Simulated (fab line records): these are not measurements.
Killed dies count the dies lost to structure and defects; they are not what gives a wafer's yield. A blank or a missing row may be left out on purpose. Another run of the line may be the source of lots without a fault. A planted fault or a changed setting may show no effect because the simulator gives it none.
The tool behind it: which one? | flow n5-finfet | 24 lots with 72 wafers sampled at 4 steps, on a route of 1938 steps

== WHAT THE GAUGES SHOWED, per wafer ==
N5_BEOL_M13_THK_MEAS_50: measures by xrf.
lot  | measured     | on            | M13_THK (nm)
L074 | day 11 21:02 | film-metro-02 | 423 410 420
L075 | day 11 23:41 | film-metro-02 | 409 400 417
L078 | day 13 20:49 | film-metro-01 | 403 399 399
L077 | day 13 22:10 | film-metro-01 | 408 399 398
L076 | day 14 04:42 | film-metro-01 | 397 423 396
L083 | day 14 07:53 | film-metro-01 | 400 411 403
L080 | day 14 12:40 | film-metro-02 | 419 416 407
L081 | day 14 14:45 | film-metro-01 | 395 413 412
L079 | day 15 01:49 | film-metro-01 | 410 389 421
L082 | day 15 06:16 | film-metro-02 | 406 421 407
L084 | day 15 13:28 | film-metro-02 | 408 408 417
L086 | day 15 18:02 | film-metro-02 | 417 421 420
L085 | day 15 23:12 | film-metro-01 | 402 402 398
L088 | day 16 03:26 | film-metro-02 | 398 423 416
L087 | day 16 11:33 | film-metro-01 | 430 409 420
L091 | day 16 19:47 | film-metro-02 | 437 414 422
L089 | day 17 03:53 | film-metro-02 | 419 394 420
L093 | day 17 06:53 | film-metro-01 | 422 432 428
L090 | day 17 10:33 | film-metro-02 | 403 426 401
L094 | day 17 19:44 | film-metro-01 | 394 409 406
L092 | day 17 20:11 | film-metro-02 | 419 404 408
L095 | day 18 03:28 | film-metro-01 | 401 391 415
L096 | day 18 15:51 | film-metro-01 | 403 404 404
L097 | day 18 19:37 | film-metro-01 | 423 428 427

N5_BEOL_M14_INSPECT_12: inspects for defects (macro).
lot  | measured     | on                | raw-defect-count
L074 | day 11 21:47 | defect-inspect-01 | 4 3 2
L075 | day 12 00:38 | defect-inspect-02 | 1 3 3
L078 | day 13 21:33 | defect-inspect-01 | 0 6 2
L077 | day 13 22:55 | defect-inspect-01 | 2 2 3
L076 | day 14 05:26 | defect-inspect-01 | 2 1 4
L083 | day 14 08:46 | defect-inspect-01 | 3 3 3
L080 | day 14 13:32 | defect-inspect-01 | 1 1 5
L081 | day 14 15:29 | defect-inspect-01 | 2 1 2
L079 | day 15 02:34 | defect-inspect-01 | 1 4 3
L082 | day 15 07:01 | defect-inspect-02 | 2 4 3
L084 | day 15 14:12 | defect-inspect-01 | 1 0 2
L086 | day 15 18:47 | defect-inspect-01 | 1 0 1
L085 | day 16 00:02 | defect-inspect-02 | 1 5 1
L088 | day 16 04:18 | defect-inspect-02 | 3 2 1
L087 | day 16 12:19 | defect-inspect-02 | 1 2 2
L091 | day 16 20:39 | defect-inspect-01 | 6 2 2
L089 | day 17 04:45 | defect-inspect-01 | 2 0 1
L093 | day 17 07:37 | defect-inspect-02 | 2 3 1
L090 | day 17 11:24 | defect-inspect-02 | 0 4 1
L094 | day 17 20:29 | defect-inspect-01 | 1 2 1
L092 | day 17 21:15 | defect-inspect-02 | 2 1 2
L095 | day 18 04:21 | defect-inspect-02 | 4 2 4
L096 | day 18 16:35 | defect-inspect-01 | 1 2 1
L097 | day 18 20:29 | defect-inspect-02 | 1 4 4

== EACH LOT AND THE TOOL THAT RAN IT (in order: tool; ch and the chambers of the sampled wafers; start) ==
lot  | N5_BEOL_M13_ETCH_38                | N5_BEOL_M13_PRE_CLEAN_42
L074 | rie-diel-06 ch 0,1,3, day 11 19:14 | pvd-sputter-03, day 11 19:58
L075 | rie-diel-05 ch 0,1, day 11 21:19   | pvd-sputter-03, day 11 22:37
L078 | rie-diel-05 ch 0,1,3, day 13 19:28 | pvd-sputter-03, day 13 19:42
L077 | rie-diel-01 ch 0,1,2, day 13 20:38 | pvd-sputter-03, day 13 21:02
L076 | rie-diel-01 ch 0,2,3, day 14 01:52 | pvd-sputter-02, day 14 03:37
L083 | rie-diel-05 ch 1,2, day 14 05:35   | pvd-sputter-01, day 14 06:01
L080 | rie-diel-01 ch 0,1,3, day 14 10:49 | pvd-sputter-03, day 14 11:17
L081 | rie-diel-01 ch 0,3, day 14 13:14   | pvd-sputter-03, day 14 13:41
L079 | rie-diel-01 ch 0,1,3, day 15 00:07 | pvd-sputter-01, day 15 00:45
L082 | rie-diel-01 ch 0,1,3, day 15 04:05 | pvd-sputter-03, day 15 04:55
L084 | rie-diel-06 ch 0,3, day 15 11:34   | pvd-sputter-01, day 15 12:01
L086 | rie-diel-06 ch 0,2, day 15 16:34   | pvd-sputter-01, day 15 16:57
L085 | rie-diel-01 ch 0,3, day 15 21:32   | pvd-sputter-01, day 15 22:07
L088 | rie-diel-05 ch 0,2,3, day 16 01:26 | pvd-sputter-02, day 16 02:22
L087 | rie-diel-01 ch 0,1, day 16 09:59   | pvd-sputter-02, day 16 10:29
L091 | rie-diel-05 ch 0,1,2, day 16 18:02 | pvd-sputter-01, day 16 18:43
L089 | rie-diel-05 ch 0,2, day 17 02:16   | pvd-sputter-01, day 17 02:32
L093 | rie-diel-05 ch 0,3, day 17 05:13   | pvd-sputter-03, day 17 05:49
L090 | rie-diel-01 ch 0,2,3, day 17 08:44 | pvd-sputter-03, day 17 09:20
L094 | rie-diel-01 ch 0,1,2, day 17 18:11 | pvd-sputter-02, day 17 18:38
L092 | rie-diel-01 ch 2,3, day 17 18:18   | pvd-sputter-01, day 17 18:49
L095 | rie-diel-06 ch 0,2,3, day 18 01:57 | pvd-sputter-01, day 18 02:24
L096 | rie-diel-05 ch 1,3, day 18 14:11   | pvd-sputter-01, day 18 14:47
L097 | rie-diel-01 ch 0,3, day 18 17:58   | pvd-sputter-03, day 18 18:29
- N5_BEOL_M13_ETCH_38: etches SiCN in CF4/N2, target depth 67.5 nm, time 71.9 s.
- N5_BEOL_M13_PRE_CLEAN_42: time 30 s.

== AS READ BY THE TOOLS THEMSELVES (means over the sampled wafers that have a number; for cases with no such wafer, the mark the record gives instead) ==
N5_BEOL_M13_ETCH_38.
lot  | tool        | drypump-motor-current-A (A) | oes-product-au (a.u.) | rf-vpp-V (V) | showerhead-plenum-p-Torr (Torr) | throttle-valve-pct (%)
L074 | rie-diel-06 | 5.87                        | 0.75                  | 384.0        | 2.24                            | 15.47
L075 | rie-diel-05 | 5.38                        | 0.70                  | 380.9        | 2.13                            | 15.71
L078 | rie-diel-05 | 5.55                        | 0.74                  | 380.4        | 2.13                            | 15.52
L077 | rie-diel-01 | 5.81                        | 0.77                  | 382.7        | 2.21                            | 15.42
L076 | rie-diel-01 | 5.73                        | 0.80                  | 382.0        | 2.21                            | 15.31
L083 | rie-diel-05 | 5.34                        | 0.77                  | 380.4        | 2.12                            | 15.66
L080 | rie-diel-01 | 5.89                        | 0.82                  | 382.7        | 2.20                            | 15.23
L081 | rie-diel-01 | 5.72                        | 0.81                  | 381.1        | 2.17                            | 15.09
L079 | rie-diel-01 | 5.86                        | 0.81                  | 382.1        | 2.20                            | 15.23
L082 | rie-diel-01 | 5.85                        | 0.81                  | 382.8        | 2.20                            | 15.24
L084 | rie-diel-06 | 5.74                        | 0.73                  | 383.9        | 2.30                            | 15.59
L086 | rie-diel-06 | 5.96                        | 0.72                  | 381.7        | 2.17                            | 15.57
L085 | rie-diel-01 | 5.75                        | 0.79                  | 381.2        | 2.17                            | 15.12
L088 | rie-diel-05 | 5.76                        | 0.81                  | 382.2        | 2.15                            | 15.43
L087 | rie-diel-01 | 5.82                        | 0.77                  | 380.6        | 2.16                            | 15.24
L091 | rie-diel-05 | 5.55                        | 0.75                  | 380.8        | 2.14                            | 15.64
L089 | rie-diel-05 | 5.72                        | 0.75                  | 382.0        | 2.16                            | 15.59
L093 | rie-diel-05 | 5.76                        | 0.76                  | 381.0        | 2.14                            | 15.38
L090 | rie-diel-01 | 5.74                        | 0.85                  | 382.3        | 2.21                            | 15.19
L094 | rie-diel-01 | 5.80                        | 0.81                  | 382.2        | 2.20                            | 15.32
L092 | rie-diel-01 | 5.79                        | 0.86                  | 382.5        | 2.24                            | 15.20
L095 | rie-diel-06 | 5.78                        | 0.71                  | 382.6        | 2.24                            | 15.62
L096 | rie-diel-05 | 5.57                        | 0.74                  | 379.5        | 2.11                            | 15.46
L097 | rie-diel-01 | 5.73                        | 0.78                  | 381.6        | 2.16                            | 15.16

N5_BEOL_M13_PRE_CLEAN_42.
lot  | tool           | heater-power-w (W)
L074 | pvd-sputter-03 | 354
L075 | pvd-sputter-03 | 359
L078 | pvd-sputter-03 | 329
L077 | pvd-sputter-03 | 335
L076 | pvd-sputter-02 | 311
L083 | pvd-sputter-01 | 381
L080 | pvd-sputter-03 | 339
L081 | pvd-sputter-03 | 346
L079 | pvd-sputter-01 | 365
L082 | pvd-sputter-03 | 326
L084 | pvd-sputter-01 | 348
L086 | pvd-sputter-01 | 372
L085 | pvd-sputter-01 | 403
L088 | pvd-sputter-02 | 332
L087 | pvd-sputter-02 | 310
L091 | pvd-sputter-01 | 405
L089 | pvd-sputter-01 | 350
L093 | pvd-sputter-03 | 362
L090 | pvd-sputter-03 | 349
L094 | pvd-sputter-02 | 326
L092 | pvd-sputter-01 | 385
L095 | pvd-sputter-01 | 353
L096 | pvd-sputter-01 | 345
L097 | pvd-sputter-03 | 351

== THE ANSWER, worked out from the rows above alone ==
Rule: the usual values come from the lots themselves. Put in order of their means at a reading, lots are off if they are a third of the lots or fewer, leave a main group of 4 or more, and stand apart from it by a gap of 3 or more times the standard deviation of the main group's means; of several such gaps the widest counts. A main group is skipped when, at the precision printed for the reading in the tables above, its means are all equal. Also off: a lot with no number at a reading for which 4 or more lots have one. Where the step has rows for the other lots, those lots are counted as sound. First the gauges in route order, then the tools' own readings, where a lot's mean is used as printed above. The first step at which some lot is off is used, and at that step the reading that is off furthest; a lot without a number counts as furthest.
Across all readings shown, no lot is off: no conclusion can be drawn from this.

== WHAT THE SIMULATOR PUT IN ==
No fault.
